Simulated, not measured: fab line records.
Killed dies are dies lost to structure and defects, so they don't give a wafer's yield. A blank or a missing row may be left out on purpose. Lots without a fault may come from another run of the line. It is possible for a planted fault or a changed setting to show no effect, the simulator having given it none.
Chamber matching    flow n5 finfet    ald sin-01 running N5_BEOL_M1_ALD_98: 4 sister chambers
The step deposits SiO2, target thk 2.5 nm, pulse time 1 s, co reactant pulse time 1 s. 20 wafers are shown with their chamber, then 10 later ones without.

== WAFERS PAIRED WITH THEIR CHAMBERS ==
wafer   chamber  heater power w (W)  precursor pulse height rel
L078.4  0        83                  0.989
L078.5  1        67                  0.977
L078.6  2        75                  1.007
L080.1  1        69                  0.980
L080.3  0        82                  1.029
L080.4  2        77                  0.980
L082.2  2        76                  1.012
L082.4  1        68                  1.036
L082.5  0        85                  1.011
L084.1  3        65                  0.966
L084.5  2        76                  0.994
L084.6  3        65                  1.010
L083.3  1        68                  1.019
L083.4  3        66                  1.000
L083.5  2        76                  1.017
L085.2  0        84                  0.999
L085.4  1        66                  1.021
L085.5  0        84                  1.001
L088.1  0        84                  0.998
L088.4  1        67                  1.044

SIGNATURES (means of the wafers above)
reading                     chamber 0  chamber 1  chamber 2  chamber 3  scatter within a chamber
heater power w              83.67      67.50      76.00      65.33      0.919
precursor pulse height rel  1.00450    1.01283    1.00200    0.99200    0.0208
Rule: for a wafer and a chamber, the distance is found by dividing, reading by reading, the gap between the wafer's reading and the chamber's mean by the reading's scatter, squaring, summing and taking the root. If the next closest chamber is less than 2 further off than the closest, the wafer can't be placed; otherwise it belongs to the closest. How the scatter is found: for the shown wafers, subtract from each reading the mean of its chamber, square and add these, divide the total by (wafers less chambers), then take the root.

== WAFERS MISSING THEIR CHAMBER ==
wafer   heater power w (W)  precursor pulse height rel
L088.5  83                  0.997
L092.1  77                  0.977
L092.2  84                  1.007
L092.3  67                  1.016
L094.1  67                  0.993
L094.4  64                  1.018
L094.5  65                  0.993
L096.1  87                  1.011
L096.2  75                  1.017
L096.4  68                  0.968

== THE CHAMBER EACH PASSED THROUGH ==
wafer   from the rows above      in truth
L088.5  0                        0
L092.1  2                        2
L092.2  0                        0
L092.3  can't be placed: 1 or 3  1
L094.1  can't be placed: 1 or 3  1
L094.4  can't be placed: 3 or 1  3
L094.5  3                        3
L096.1  0                        0
L096.2  2                        2
L096.4  can't be placed: 1 or 3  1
Placed correctly: 6 of 10. Cannot be placed on the basis of these rows: 4; the candidates contain the true chamber in 4. Wrongly placed: 0.
